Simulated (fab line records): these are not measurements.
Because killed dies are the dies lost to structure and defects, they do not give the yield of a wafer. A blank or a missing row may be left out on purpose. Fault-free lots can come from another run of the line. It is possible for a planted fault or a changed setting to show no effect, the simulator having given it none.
Lot-split experiment / flow n5 finfet / 39 wafers read from 7 lots, route of 1938 steps

== SPLIT DETAILS ==
At N5_DUMMY_GATE_CVD_03 (deposits a-Si from SiH4, target thk 150 nm, time 8042 s), the setting time s was moved away from the recipe's 8042 s on 30 of the 39 wafers read, by -34.3% to +55.2%. All remaining wafers had this setting at the recipe value.

The reading is taken at the split's own step.

== THE READING ==
a-Si_of_DUMMY_GATE_CVD_03.thk nm (the simulator's own value, which no gauge read), in nm, at N5_DUMMY_GATE_CVD_03 (deposits a-Si from SiH4, target thk 150 nm, time 8042 s). No usual value for it is given in the file. The 9 wafers here that ran the recipe average 148.4 nm, standard deviation 2 nm.

wafer=L078.1; tool, chamber at the split=-, -; time s as run, s=5281; against the recipe=-34.3%; a-Si_of_DUMMY_GATE_CVD_03.thk nm, nm=99.6; against lot-mates on the recipe=no lot-mate on the recipe
wafer=L078.2; tool, chamber at the split=-, -; time s as run, s=5281; against the recipe=-34.3%; a-Si_of_DUMMY_GATE_CVD_03.thk nm, nm=100; against lot-mates on the recipe=no lot-mate on the recipe
wafer=L078.3; tool, chamber at the split=-, -; time s as run, s=5281; against the recipe=-34.3%; a-Si_of_DUMMY_GATE_CVD_03.thk nm, nm=98.2; against lot-mates on the recipe=no lot-mate on the recipe
wafer=L078.4; tool, chamber at the split=-, -; time s as run, s=5281; against the recipe=-34.3%; a-Si_of_DUMMY_GATE_CVD_03.thk nm, nm=98.2; against lot-mates on the recipe=no lot-mate on the recipe
wafer=L078.5; tool, chamber at the split=-, -; time s as run, s=5281; against the recipe=-34.3%; a-Si_of_DUMMY_GATE_CVD_03.thk nm, nm=97.6; against lot-mates on the recipe=no lot-mate on the recipe
wafer=L078.6; tool, chamber at the split=-, -; time s as run, s=5281; against the recipe=-34.3%; a-Si_of_DUMMY_GATE_CVD_03.thk nm, nm=97.8; against lot-mates on the recipe=no lot-mate on the recipe
wafer=L079.4; tool, chamber at the split=lpcvd-02, 0/54; time s as run, s=8042; against the recipe=recipe; a-Si_of_DUMMY_GATE_CVD_03.thk nm, nm=151.8; against lot-mates on the recipe=-
wafer=L079.5; tool, chamber at the split=lpcvd-02, 0/59; time s as run, s=8042; against the recipe=recipe; a-Si_of_DUMMY_GATE_CVD_03.thk nm, nm=151.2; against lot-mates on the recipe=-
wafer=L079.6; tool, chamber at the split=lpcvd-02, 0/64; time s as run, s=8042; against the recipe=recipe; a-Si_of_DUMMY_GATE_CVD_03.thk nm, nm=150.4; against lot-mates on the recipe=-
wafer=L086.1; tool, chamber at the split=-, -; time s as run, s=10790; against the recipe=+34.2%; a-Si_of_DUMMY_GATE_CVD_03.thk nm, nm=199.8; against lot-mates on the recipe=no lot-mate on the recipe
wafer=L086.2; tool, chamber at the split=-, -; time s as run, s=10790; against the recipe=+34.2%; a-Si_of_DUMMY_GATE_CVD_03.thk nm, nm=200; against lot-mates on the recipe=no lot-mate on the recipe
wafer=L086.3; tool, chamber at the split=-, -; time s as run, s=10790; against the recipe=+34.2%; a-Si_of_DUMMY_GATE_CVD_03.thk nm, nm=200; against lot-mates on the recipe=no lot-mate on the recipe
wafer=L086.4; tool, chamber at the split=-, -; time s as run, s=10790; against the recipe=+34.2%; a-Si_of_DUMMY_GATE_CVD_03.thk nm, nm=200.2; against lot-mates on the recipe=no lot-mate on the recipe
wafer=L086.5; tool, chamber at the split=-, -; time s as run, s=10790; against the recipe=+34.2%; a-Si_of_DUMMY_GATE_CVD_03.thk nm, nm=200.6; against lot-mates on the recipe=no lot-mate on the recipe
wafer=L086.6; tool, chamber at the split=-, -; time s as run, s=10790; against the recipe=+34.2%; a-Si_of_DUMMY_GATE_CVD_03.thk nm, nm=201.4; against lot-mates on the recipe=no lot-mate on the recipe
wafer=L089.1; tool, chamber at the split=-, -; time s as run, s=12480; against the recipe=+55.2%; a-Si_of_DUMMY_GATE_CVD_03.thk nm, nm=233.6; against lot-mates on the recipe=no lot-mate on the recipe
wafer=L089.2; tool, chamber at the split=-, -; time s as run, s=12480; against the recipe=+55.2%; a-Si_of_DUMMY_GATE_CVD_03.thk nm, nm=234.2; against lot-mates on the recipe=no lot-mate on the recipe
wafer=L089.3; tool, chamber at the split=-, -; time s as run, s=12480; against the recipe=+55.2%; a-Si_of_DUMMY_GATE_CVD_03.thk nm, nm=233.4; against lot-mates on the recipe=no lot-mate on the recipe
wafer=L089.4; tool, chamber at the split=-, -; time s as run, s=12480; against the recipe=+55.2%; a-Si_of_DUMMY_GATE_CVD_03.thk nm, nm=233; against lot-mates on the recipe=no lot-mate on the recipe
wafer=L089.5; tool, chamber at the split=-, -; time s as run, s=12480; against the recipe=+55.2%; a-Si_of_DUMMY_GATE_CVD_03.thk nm, nm=233.8; against lot-mates on the recipe=no lot-mate on the recipe
wafer=L089.6; tool, chamber at the split=-, -; time s as run, s=12480; against the recipe=+55.2%; a-Si_of_DUMMY_GATE_CVD_03.thk nm, nm=234.8; against lot-mates on the recipe=no lot-mate on the recipe
wafer=L090.1; tool, chamber at the split=-, -; time s as run, s=8042; against the recipe=recipe; a-Si_of_DUMMY_GATE_CVD_03.thk nm, nm=146.4; against lot-mates on the recipe=-
wafer=L090.2; tool, chamber at the split=-, -; time s as run, s=8042; against the recipe=recipe; a-Si_of_DUMMY_GATE_CVD_03.thk nm, nm=147.8; against lot-mates on the recipe=-
wafer=L090.3; tool, chamber at the split=-, -; time s as run, s=8042; against the recipe=recipe; a-Si_of_DUMMY_GATE_CVD_03.thk nm, nm=147; against lot-mates on the recipe=-
wafer=L090.4; tool, chamber at the split=-, -; time s as run, s=8042; against the recipe=recipe; a-Si_of_DUMMY_GATE_CVD_03.thk nm, nm=147.4; against lot-mates on the recipe=-
wafer=L090.5; tool, chamber at the split=-, -; time s as run, s=8042; against the recipe=recipe; a-Si_of_DUMMY_GATE_CVD_03.thk nm, nm=146.6; against lot-mates on the recipe=-
wafer=L090.6; tool, chamber at the split=-, -; time s as run, s=8042; against the recipe=recipe; a-Si_of_DUMMY_GATE_CVD_03.thk nm, nm=147.2; against lot-mates on the recipe=-
wafer=L091.1; tool, chamber at the split=-, -; time s as run, s=5824; against the recipe=-27.6%; a-Si_of_DUMMY_GATE_CVD_03.thk nm, nm=105.8; against lot-mates on the recipe=no lot-mate on the recipe
wafer=L091.2; tool, chamber at the split=-, -; time s as run, s=5824; against the recipe=-27.6%; a-Si_of_DUMMY_GATE_CVD_03.thk nm, nm=107.6; against lot-mates on the recipe=no lot-mate on the recipe
wafer=L091.3; tool, chamber at the split=-, -; time s as run, s=5824; against the recipe=-27.6%; a-Si_of_DUMMY_GATE_CVD_03.thk nm, nm=105.6; against lot-mates on the recipe=no lot-mate on the recipe
wafer=L091.4; tool, chamber at the split=-, -; time s as run, s=5824; against the recipe=-27.6%; a-Si_of_DUMMY_GATE_CVD_03.thk nm, nm=107.4; against lot-mates on the recipe=no lot-mate on the recipe
wafer=L091.5; tool, chamber at the split=-, -; time s as run, s=5824; against the recipe=-27.6%; a-Si_of_DUMMY_GATE_CVD_03.thk nm, nm=107.4; against lot-mates on the recipe=no lot-mate on the recipe
wafer=L091.6; tool, chamber at the split=-, -; time s as run, s=5824; against the recipe=-27.6%; a-Si_of_DUMMY_GATE_CVD_03.thk nm, nm=106.2; against lot-mates on the recipe=no lot-mate on the recipe
wafer=L096.1; tool, chamber at the split=-, -; time s as run, s=5288; against the recipe=-34.2%; a-Si_of_DUMMY_GATE_CVD_03.thk nm, nm=100.6; against lot-mates on the recipe=no lot-mate on the recipe
wafer=L096.2; tool, chamber at the split=-, -; time s as run, s=5288; against the recipe=-34.2%; a-Si_of_DUMMY_GATE_CVD_03.thk nm, nm=99.8; against lot-mates on the recipe=no lot-mate on the recipe
wafer=L096.3; tool, chamber at the split=-, -; time s as run, s=5288; against the recipe=-34.2%; a-Si_of_DUMMY_GATE_CVD_03.thk nm, nm=100.4; against lot-mates on the recipe=no lot-mate on the recipe
wafer=L096.5; tool, chamber at the split=-, -; time s as run, s=5288; against the recipe=-34.2%; a-Si_of_DUMMY_GATE_CVD_03.thk nm, nm=100.4; against lot-mates on the recipe=no lot-mate on the recipe
wafer=L096.4; tool, chamber at the split=-, -; time s as run, s=5288; against the recipe=-34.2%; a-Si_of_DUMMY_GATE_CVD_03.thk nm, nm=101; against lot-mates on the recipe=no lot-mate on the recipe
wafer=L096.6; tool, chamber at the split=-, -; time s as run, s=5288; against the recipe=-34.2%; a-Si_of_DUMMY_GATE_CVD_03.thk nm, nm=100; against lot-mates on the recipe=no lot-mate on the recipe

FIT RESULTS
A straight line over all 39 wafers: a-Si_of_DUMMY_GATE_CVD_03.thk nm changes by +1.5 nm for each +1% of time s; r = +1.00; the points scatter about the line by 1.8 nm.
Too few moved wafers have a lot-mate on the recipe to fit a line with each lot's own level taken away.

== THE WHOLE CHAIN: every reading that the file lists as answering this split, in the file's order ==
step=N5_DUMMY_GATE_CVD_03; what it does=deposits a-Si from SiH4, target thk 150 nm, time 8042 s; reading=a-Si_of_DUMMY_GATE_CVD_03.thk nm (the simulator's own value, which no gauge read); change (the file's fit)=+1.5 nm for each +1% of the setting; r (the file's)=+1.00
step=N5_DUMMY_GATE_CMP_04; what it does=polishes a-Si; reading=time to endpoint s; change (the file's fit)=withheld for each +1% of the setting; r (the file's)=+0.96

== THE FILE'S OWN FIT ==
a-Si_of_DUMMY_GATE_CVD_03.thk nm changes by +1.5 nm for each +1% of time s, r = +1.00.
